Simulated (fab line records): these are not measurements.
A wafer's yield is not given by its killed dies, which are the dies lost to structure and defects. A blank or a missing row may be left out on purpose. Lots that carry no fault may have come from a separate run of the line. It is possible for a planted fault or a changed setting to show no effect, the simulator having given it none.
Chamber matching -- flow nandHarc -- 4 sister chambers for NHARC_P_M0_STRIP_18 on rieDiel-08
The step strips in N2/H2. 4 wafers are shown with their chamber, then 7 later ones without.

## WAFERS, EACH WITH ITS CHAMBER
wafer,chamber,drypumpMotorCurrentA (A)
L480.2,2,5.7
L489.4,3,6.5
L493.2,1,6.6
L493.3,0,5.6

## WAFERS WHOSE CHAMBER IS MISSING
wafer,drypumpMotorCurrentA (A)
L493.5,5.7
L498.1,6.5
L498.3,5.7
L498.6,6.7
L499.2,5.6
L499.5,5.7
L499.6,6.5

## WHICH CHAMBER EACH ONE RAN IN
wafer,from the rows above,in truth
L493.5,2,2
L498.1,3,3
L498.3,2,2
L498.6,1,1
L499.2,0,0
L499.5,2,2
L499.6,3,3
Correct placement for 7 of the 7. From these rows, 0 cannot be placed. Placed wrongly: 0.
How it was worked out, from the rows above alone: a wafer's distance from a chamber is the root of the sum, over the readings, of the square of ((its reading less the chamber's mean) divided by the reading's scatter). If the next closest chamber is less than 2 further off than the closest, the wafer can't be placed; otherwise it belongs to the closest. Each chamber's mean is taken over the wafers shown for it. The scatter (one wafer shown for each chamber): square how far every hidden wafer sits from the nearest shown wafer, average those squares and take the square root.
